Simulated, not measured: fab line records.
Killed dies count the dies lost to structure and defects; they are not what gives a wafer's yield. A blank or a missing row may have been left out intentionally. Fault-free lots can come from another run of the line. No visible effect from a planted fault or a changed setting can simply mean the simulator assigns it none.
fab line records || flow n5Finfet
record {"lots": 3, "wafers": 9, "lastDay": 16}
route steps=1938 shown BEOL_M7@1269
lots that met no fault: from a run of the same line without faults
startH: hours from the record's opening day to when the first of the lot's shown wafers began || waitH: time in hours since the lot's previous step || " the same as in the row above || L1.1+2: a single row standing in for several wafers || - value missing, or start not given || * or withheld: withheld || < > ~ a bound
route shown NAME@n: names a module that has steps shown in the file, with the first one's number in the route || usual: mean/standard deviation taken from wafers without a fault || same: alike in all rows || chamber/n: place in a boat || sites: per-site readings || _std_site: the standard deviation of these || _edge_site: mean of outer sites minus mean of inner sites || radiusMm: how far each site lies from the wafer's centre || mask NAME#n: copy n || behind: tool/chamber where the wafer was last shaped || hold: why the lot went on hold/how many hours it stayed there/how the hold came to an end || device: whichever transistor did not switch (one of n, p or np) || end of line: tests of these same wafers at the route's end || step lacking rows: just its recipe || killed: at the first sort, the dies lost to defects and structure; wafer yield is something else || map: a wafer's dies, x killed, . not, _ none there
set.NAME: the setting as run; set.NAME@STEP: as run at that earlier step || model.NAME: the simulator's own value behind a step, which no gauge read
lots at selected steps of the route; one table per step, one row per wafer
services: from which hour (startH, from the record's first day; less than 0 if before it) a tool's chamber was out of use, for how many hours, and why
## steps
# step N5_BEOL_M7_COAT_60
# recipe {"resist": "SiARC", "tempC": 220, "timeS": 60, "spinRpm": 1500, "resistThkNm": 35}
# step N5_BEOL_M7_COAT_05
# recipe {"resist": "CAR-ArF", "spinRpm": 1500, "resistThkNm": 90}
# step N5_BEOL_M7_EBR_07
# recipe {"solvent": "PGMEA", "ebrWidthMm": 1.5}
# step N5_BEOL_M7_SOFTBAKE_06
# recipe {"tempC": 110, "timeS": 60, "resist": "CAR-ArF"}
# step N5_BEOL_M7_EXPOSE_08
# recipe {"maskId": "M7", "na": 1.35, "sourceShape": "dipole", "sigmaInner": 0.817, "sigmaOuter": 0.97, "polarization": "te", "doseMj": 68.25}
# step N5_BEOL_M7_PEB_09
# recipe {"pebTempC": "withheld", "pebTimeS": 60, "resist": "CAR-ArF"}
# step N5_BEOL_M7_DEVELOP_10
# recipe {"developTimeS": 30, "developer": "TMAH", "resist": "CAR-ArF", "rinseLiquid": "diw", "dry": "airSpin", "devTempC": 23}
# step N5_BEOL_M7_DESCUM_16
# recipe {"chemistry": "O2", "timeS": 7.9, "sourcePowerW": 50, "biasPowerW": 20, "pressureMtorr": 20, "rfFrequencyHz": 2.712e+07, "tempC": 40, "resist": "CAR-ArF", "o2FlowSccm": 225}
# step N5_BEOL_M7_ETCH_61
# recipe {"chemistry": "CF4", "target": "SiARC", "targetDepthA": 455, "maskMaterial": "CAR-ArF", "timeS": 75.8, "ionEnergyEv": 80, "pressureMtorr": 40, "sourceW": 545, "biasW": 36, "Ar_flow_sccm": 100, "cf4FlowSccm": 100, "ends": "cleared"}
# step N5_BEOL_M7_ETCH_62
# recipe {"chemistry": "N2/H2", "target": "SOC", "targetDepthA": 1100, "overetchA": 220, "maskMaterial": "SiARC", "tempC": 40, "timeS": 165, "ionEnergyEv": 200, "pressureMtorr": 30, "sourceW": 840, "biasW": 150, "n2FlowSccm": 200, "h2FlowSccm": 200}
# usual {"drypumpMotorCurrentA": "5.8/0.38", "oesProductAu": "0.64/0.044", "rfVppV": "524.4/2.1", "showerheadPlenumPTorr": "2.56/0.07", "throttleValvePct": "17.93/0.15"}
{"lot.wafer": "L381.2", "tool": "rieDiel-05", "chamber": 0, "startH": 219.92, "waitH": 0.0, "drypumpMotorCurrentA": 5.2, "oesProductAu": 0.67, "rfHoursCounterH": 98, "rfVppV": 524.6, "showerheadPlenumPTorr": 2.56, "throttleValvePct": 18.15, "model.SiARC_of_BEOL_M7_COAT_60.thkNm": 28.6, "model.BEOL_M7.cdOffsetNm": -0.6}
{"lot.wafer": "L381.4", "tool": "rieDiel-05", "chamber": 3, "startH": 219.92, "waitH": 0.0, "drypumpMotorCurrentA": 5.8, "oesProductAu": 0.70, "rfHoursCounterH": 64, "rfVppV": 529.0, "showerheadPlenumPTorr": 2.70, "throttleValvePct": 17.89, "model.SiARC_of_BEOL_M7_COAT_60.thkNm": 28.2, "model.BEOL_M7.cdOffsetNm": 0}
{"lot.wafer": "L381.6", "tool": "rieDiel-05", "chamber": 1, "startH": 219.92, "waitH": 0.0, "drypumpMotorCurrentA": 5.8, "oesProductAu": 0.61, "rfHoursCounterH": "-", "rfVppV": 526.7, "showerheadPlenumPTorr": 2.64, "throttleValvePct": 17.90, "model.SiARC_of_BEOL_M7_COAT_60.thkNm": 28.6, "model.BEOL_M7.cdOffsetNm": 0.2}
{"lot.wafer": "L388.1", "tool": "rieDiel-05", "chamber": 1, "startH": 287.42, "waitH": 0.0, "drypumpMotorCurrentA": 5.8, "oesProductAu": 0.60, "rfHoursCounterH": 198, "rfVppV": 528.2, "showerheadPlenumPTorr": 2.63, "throttleValvePct": 17.93, "model.SiARC_of_BEOL_M7_COAT_60.thkNm": 25.6, "model.BEOL_M7.cdOffsetNm": 1.4}
{"lot.wafer": "L388.2", "tool": "rieDiel-05", "chamber": 3, "startH": 287.42, "waitH": 0.0, "drypumpMotorCurrentA": 5.7, "oesProductAu": 0.68, "rfHoursCounterH": 83, "rfVppV": 528.3, "showerheadPlenumPTorr": 2.69, "throttleValvePct": 17.92, "model.SiARC_of_BEOL_M7_COAT_60.thkNm": 25.4, "model.BEOL_M7.cdOffsetNm": 0.6}
{"lot.wafer": "L388.5", "tool": "rieDiel-05", "chamber": 1, "startH": 287.42, "waitH": 0.0, "drypumpMotorCurrentA": 5.8, "oesProductAu": 0.60, "rfHoursCounterH": "-", "rfVppV": 526.3, "showerheadPlenumPTorr": 2.63, "throttleValvePct": 17.92, "model.SiARC_of_BEOL_M7_COAT_60.thkNm": 25.8, "model.BEOL_M7.cdOffsetNm": 1.4}
{"lot.wafer": "L397.2", "tool": "rieDiel-03", "chamber": 0, "startH": 316.18, "waitH": 0.0, "drypumpMotorCurrentA": 6.4, "oesProductAu": 0.60, "rfHoursCounterH": 242, "rfVppV": 523.6, "showerheadPlenumPTorr": 2.50, "throttleValvePct": 17.91, "model.SiARC_of_BEOL_M7_COAT_60.thkNm": 28.2, "model.BEOL_M7.cdOffsetNm": 0.4}
{"lot.wafer": "L397.5", "tool": "rieDiel-03", "chamber": 0, "startH": 316.18, "waitH": 0.0, "drypumpMotorCurrentA": 6.3, "oesProductAu": 0.60, "rfHoursCounterH": "-", "rfVppV": 522.3, "showerheadPlenumPTorr": 2.50, "throttleValvePct": 17.91, "model.SiARC_of_BEOL_M7_COAT_60.thkNm": 28.2, "model.BEOL_M7.cdOffsetNm": 0.8}
{"lot.wafer": "L397.6", "tool": "rieDiel-03", "chamber": 3, "startH": 316.18, "waitH": 0.0, "drypumpMotorCurrentA": 5.6, "oesProductAu": 0.58, "rfHoursCounterH": "-", "rfVppV": 523.5, "showerheadPlenumPTorr": 2.50, "throttleValvePct": 18.00, "model.SiARC_of_BEOL_M7_COAT_60.thkNm": 28.2, "model.BEOL_M7.cdOffsetNm": 0.2}
# step N5_BEOL_M7_STRIP_68
# recipe {"chemistry": "N2/H2", "tempC": 40, "n2FlowSccm": 200, "h2FlowSccm": 200, "rfFrequencyHz": 6e+07}
# step N5_BEOL_M7_STRIP_67
# recipe {"chemistry": "CF4", "resist": "SiARC", "powerW": 300, "biasPowerW": 75, "pressureMtorr": 50, "cf4FlowSccm": 150, "rfFrequencyHz": 6e+07}
# step N5_BEOL_M7_HM_OPEN_17
# recipe {"chemistry": "Cl2/BCl3", "targetDepthA": 200, "overetchA": 60, "target": "TiN", "maskMaterial": "SOC", "ionEnergyEv": 150, "pressureMtorr": 10, "icpW": 1000, "biasW": 126, "Cl2_flow_sccm": 53.25, "bcl3FlowSccm": 21.75, "Ar_flow_sccm": 25}
# usual {"drypumpMotorCurrentA": "5.7/0.33", "oesProductAu": "0.66/0.08", "throttleValvePct": "22.22/0.3"}
{"lot.wafer": "L381.2", "tool": "rieMetal-02", "chamber": 1, "startH": 220.13, "waitH": 0.1, "drypumpMotorCurrentA": 5.9, "oesProductAu": 0.61, "rfHoursCounterH": "-", "throttleValvePct": 22.37, "model.BEOL_M7.cdOffsetNm": -0.4}
{"lot.wafer": "L381.4", "tool": "rieMetal-02", "chamber": 1, "startH": 220.13, "waitH": 0.1, "drypumpMotorCurrentA": 5.9, "oesProductAu": 0.60, "rfHoursCounterH": "-", "throttleValvePct": 22.35, "model.BEOL_M7.cdOffsetNm": 0}
{"lot.wafer": "L381.6", "tool": "rieMetal-02", "chamber": 1, "startH": 220.13, "waitH": 0.1, "drypumpMotorCurrentA": 5.9, "oesProductAu": 0.61, "rfHoursCounterH": "-", "throttleValvePct": 22.37, "model.BEOL_M7.cdOffsetNm": 0.2}
{"lot.wafer": "L388.1", "tool": "rieMetal-03", "chamber": 1, "startH": 287.60, "waitH": 0.0, "drypumpMotorCurrentA": 5.4, "oesProductAu": 0.76, "rfHoursCounterH": 12, "throttleValvePct": 21.69, "model.BEOL_M7.cdOffsetNm": 1.2}
{"lot.wafer": "L388.2", "tool": "rieMetal-03", "chamber": 0, "startH": 287.60, "waitH": 0.0, "drypumpMotorCurrentA": 6.3, "oesProductAu": 0.65, "rfHoursCounterH": 52, "throttleValvePct": 22.28, "model.BEOL_M7.cdOffsetNm": 0.4}
{"lot.wafer": "L388.5", "tool": "rieMetal-03", "chamber": 1, "startH": 287.60, "waitH": 0.0, "drypumpMotorCurrentA": 5.4, "oesProductAu": 0.77, "rfHoursCounterH": "-", "throttleValvePct": 21.69, "model.BEOL_M7.cdOffsetNm": 1.2}
{"lot.wafer": "L397.2", "tool": "rieMetal-01", "chamber": 1, "startH": 316.37, "waitH": 0.0, "drypumpMotorCurrentA": 5.5, "oesProductAu": 0.63, "rfHoursCounterH": 47, "throttleValvePct": 22.60, "model.BEOL_M7.cdOffsetNm": 0.6}
{"lot.wafer": "L397.5", "tool": "rieMetal-01", "chamber": 1, "startH": 316.37, "waitH": 0.0, "drypumpMotorCurrentA": 5.5, "oesProductAu": 0.63, "rfHoursCounterH": "-", "throttleValvePct": 22.59, "model.BEOL_M7.cdOffsetNm": 0.8}
{"lot.wafer": "L397.6", "tool": "rieMetal-01", "chamber": 0, "startH": 316.37, "waitH": 0.0, "drypumpMotorCurrentA": 6.0, "oesProductAu": 0.58, "rfHoursCounterH": "-", "throttleValvePct": 22.00, "model.BEOL_M7.cdOffsetNm": 0.2}
# step N5_BEOL_M7_STRIP_19
# recipe {"chemistry": "O2", "powerW": 400, "tempC": 40, "pressureMtorr": 30, "rfFrequencyHz": 6e+07, "biasPowerW": 0, "overashFraction": 0.2, "o2FlowSccm": 225}
# step N5_BEOL_M7_COAT_63
# recipe {"resist": "SOC", "tempC": 250, "timeS": 60, "spinRpm": 1500, "resistThkNm": 60}
# step N5_BEOL_M7_COAT_64
# recipe {"resist": "SiARC", "tempC": 220, "timeS": 60, "spinRpm": 1500, "resistThkNm": 12}
# step N5_BEOL_M7_COAT_71
# recipe {"resist": "underlayer", "tempC": 205, "timeS": 60, "spinRpm": 1500, "resistThkNm": 5}
# step N5_BEOL_M7_COAT_22
# recipe {"resist": "CAR-EUV", "spinRpm": 1500, "resistThkNm": 30}
# step N5_BEOL_M7_EBR_24
# recipe {"solvent": "PGMEA", "ebrWidthMm": 1.5}
# step N5_BEOL_M7_SOFTBAKE_23
# recipe {"tempC": 110, "timeS": 60, "resist": "CAR-EUV"}
# step N5_BEOL_M7_EXPOSE_25
# recipe {"maskId": "V6", "na": 0.33, "sourceShape": "annular", "sigmaInner": 0.4, "sigmaOuter": 0.8, "polarization": "unpolarized", "targetCdNm": 40, "doseMj": 42.5}
# step N5_BEOL_M7_PEB_26
# recipe {"pebTempC": 100, "pebTimeS": 60, "resist": "CAR-EUV"}
# step N5_BEOL_M7_DEVELOP_27
# recipe {"developTimeS": 30, "developer": "TMAH", "resist": "CAR-EUV", "rinseLiquid": "surfactantRinse", "dry": "airSpin", "devTempC": 23}
# step N5_BEOL_M7_DESCUM_33
# recipe {"chemistry": "O2", "timeS": 7, "sourcePowerW": 50, "biasPowerW": 20, "pressureMtorr": 20, "rfFrequencyHz": 2.712e+07, "tempC": 40, "resist": "CAR-EUV", "o2FlowSccm": 225}
# step N5_BEOL_M7_ETCH_72
# recipe {"chemistry": "N2/H2", "target": "underlayer", "targetDepthA": 65, "maskMaterial": "CAR-EUV", "timeS": 5.2, "ionEnergyEv": 200, "pressureMtorr": 30, "sourceW": 840, "biasW": 150, "n2FlowSccm": 200, "h2FlowSccm": 200, "ends": "cleared"}
# step N5_BEOL_M7_ETCH_65
# recipe {"chemistry": "CF4", "target": "SiARC", "targetDepthA": 156, "maskMaterial": "CAR-EUV", "timeS": 26, "ionEnergyEv": 80, "pressureMtorr": 40, "sourceW": 545, "biasW": 36, "Ar_flow_sccm": 100, "cf4FlowSccm": 100, "ends": "cleared"}
# step N5_BEOL_M7_ETCH_66
# recipe {"chemistry": "N2/H2", "target": "SOC", "targetDepthA": 800, "overetchA": 160, "maskMaterial": "SiARC", "tempC": 40, "timeS": 120, "ionEnergyEv": 200, "pressureMtorr": 30, "sourceW": 840, "biasW": 150, "n2FlowSccm": 200, "h2FlowSccm": 200}
# step N5_BEOL_M7_STRIP_69
# recipe {"chemistry": "N2/H2", "tempC": 40, "n2FlowSccm": 200, "h2FlowSccm": 200, "rfFrequencyHz": 6e+07}
# step N5_BEOL_M7_STRIP_73
# recipe {"chemistry": "N2/H2", "tempC": 40, "n2FlowSccm": 200, "h2FlowSccm": 200, "rfFrequencyHz": 6e+07}
# step N5_BEOL_M7_VIA_ETCH_34
# recipe {"chemistry": "C4F6/O2", "target": "SiCOH_lowk", "targetDepthA": 1255, "maskMaterial": "SOC", "taperDeg": 4, "timeS": 50.5, "ionEnergyEv": 250, "pressureMtorr": 30, "sourceW": 345, "biasW": 185, "Ar_flow_sccm": 300, "C4F6_flow_sccm": 10, "O2_flow_sccm": 10}
# step N5_BEOL_M7_STRIP_76
# recipe {"chemistry": "C4F6/O2", "resist": "SiARC", "rfFrequencyHz": 6e+07}
# step N5_BEOL_M7_STRIP_36
# recipe {"chemistry": "N2/H2", "powerW": 450, "tempC": 40, "pressureMtorr": 20, "rfFrequencyHz": 6e+07, "overashFraction": 0.3, "biasPowerW": 7, "h2Frac": 0.5, "n2FlowSccm": 200, "h2FlowSccm": 200}
# step N5_BEOL_M7_TRENCH_ETCH_37
# recipe {"chemistry": "C4F6/O2", "targetDepthA": 934.78, "target": "SiCOH_lowk", "timeS": 31.2, "ionEnergyEv": 250, "pressureMtorr": 30, "sourceW": 345, "biasW": 185, "Ar_flow_sccm": 300, "C4F6_flow_sccm": 10, "O2_flow_sccm": 10}
# step N5_BEOL_M7_ETCH_41
# recipe {"chemistry": "CH3F/O2", "target": "SiCN", "targetDepthA": 319, "taperDeg": 2, "timeS": 57.8, "ionEnergyEv": 120, "maskMaterial": "TiN", "pressureMtorr": 30, "sourceW": 395, "biasW": 75, "Ar_flow_sccm": 150, "CH3F_flow_sccm": 30, "O2_flow_sccm": 20}
# step N5_BEOL_M7_STRIP_80
# recipe {"chemistry": "N2/H2", "timeS": 10, "powerW": 450, "tempC": 40, "pressureMtorr": 20, "rfFrequencyHz": 6e+07, "biasPowerW": 7, "n2FlowSccm": 200, "h2FlowSccm": 200}
# step N5_BEOL_M7_CD_MEAS_35
# recipe {"targetCdNm": 40, "polarity": "opening"}
# usual {"cdNm": "40.0/0.42"}
{"lot.wafer": "L381.2", "tool": "cdSem-03", "chamber": "-", "startH": 222.92, "waitH": 0.0, "cdNm": 39.9}
{"lot.wafer": "L381.4", "tool": "cdSem-03", "chamber": "-", "startH": 222.92, "waitH": 0.0, "cdNm": 40.3}
{"lot.wafer": "L381.6", "tool": "cdSem-03", "chamber": "-", "startH": 222.92, "waitH": 0.0, "cdNm": 40.3}
{"lot.wafer": "L388.1", "tool": "cdSem-03", "chamber": "-", "startH": 288.80, "waitH": 0.0, "cdNm": 41.6}
{"lot.wafer": "L388.2", "tool": "cdSem-03", "chamber": "-", "startH": 288.80, "waitH": 0.0, "cdNm": 40.6}
{"lot.wafer": "L388.5", "tool": "cdSem-03", "chamber": "-", "startH": 288.80, "waitH": 0.0, "cdNm": 41.3}
{"lot.wafer": "L397.2", "tool": "cdSem-03", "chamber": "-", "startH": 318.64, "waitH": 0.0, "cdNm": 40.6}
{"lot.wafer": "L397.5", "tool": "cdSem-03", "chamber": "-", "startH": 318.64, "waitH": 0.0, "cdNm": 40.7}
{"lot.wafer": "L397.6", "tool": "cdSem-03", "chamber": "-", "startH": 318.64, "waitH": 0.0, "cdNm": 40.2}
## services
{"tool": "rieMetal-02", "chamber": 0, "startH": 217.34, "hours": "-", "kind": "clean"}
{"tool": "rieMetal-02", "chamber": 0, "startH": 217.34, "hours": 20.8, "kind": "scheduledDown"}
{"tool": "rieMetal-02", "chamber": 0, "startH": 217.34, "hours": 20.8, "kind": "ventCycle"}
{"tool": "rieDiel-03", "chamber": 1, "startH": 235.73, "hours": 2.8, "kind": "repair"}
{"tool": "rieDiel-03", "chamber": "-", "startH": 252.66, "hours": 2.8, "kind": "pm"}
{"tool": "rieMetal-03", "chamber": "-", "startH": 265.67, "hours": 0.1, "kind": "repair"}
{"tool": "rieMetal-02", "chamber": "-", "startH": 291.07, "hours": 2.8, "kind": "pm"}
{"tool": "rieDiel-03", "chamber": 3, "startH": 308.45, "hours": 5.8, "kind": "repair"}
## key
firstSign {"step": "N5_BEOL_M7_CD_MEAS_35", "reading": "cdNm", "direction": "up", "sigmas": 2.7, "usual": 40.0, "struck": 41.2}
effect none on later readings
modelEffect {"step": "N5_BEOL_M7_ETCH_62", "value": "SiARC_of_BEOL_M7_COAT_60.thkNm", "without": 28.27, "struck": 25.6}
modelEffect {"step": "N5_BEOL_M7_HM_OPEN_17", "value": "BEOL_M7.cdOffsetNm", "without": -0.2667, "struck": 0.9333}
metAt N5_BEOL_M7_ETCH_62
struckWafers L388.1,L388.2,L388.5
onsetBetween 219.92 287.42
alsoFits N5_BEOL_M7_HM_OPEN_17:rieMetal-03
fault {"kind": "processParameterDrift", "tool": "rieDiel-05", "chamber": "-", "onsetH": 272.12, "steps": "N5_BEOL_M7_ETCH_62", "channel": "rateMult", "offset": 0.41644, "shape": "step", "endH": 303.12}
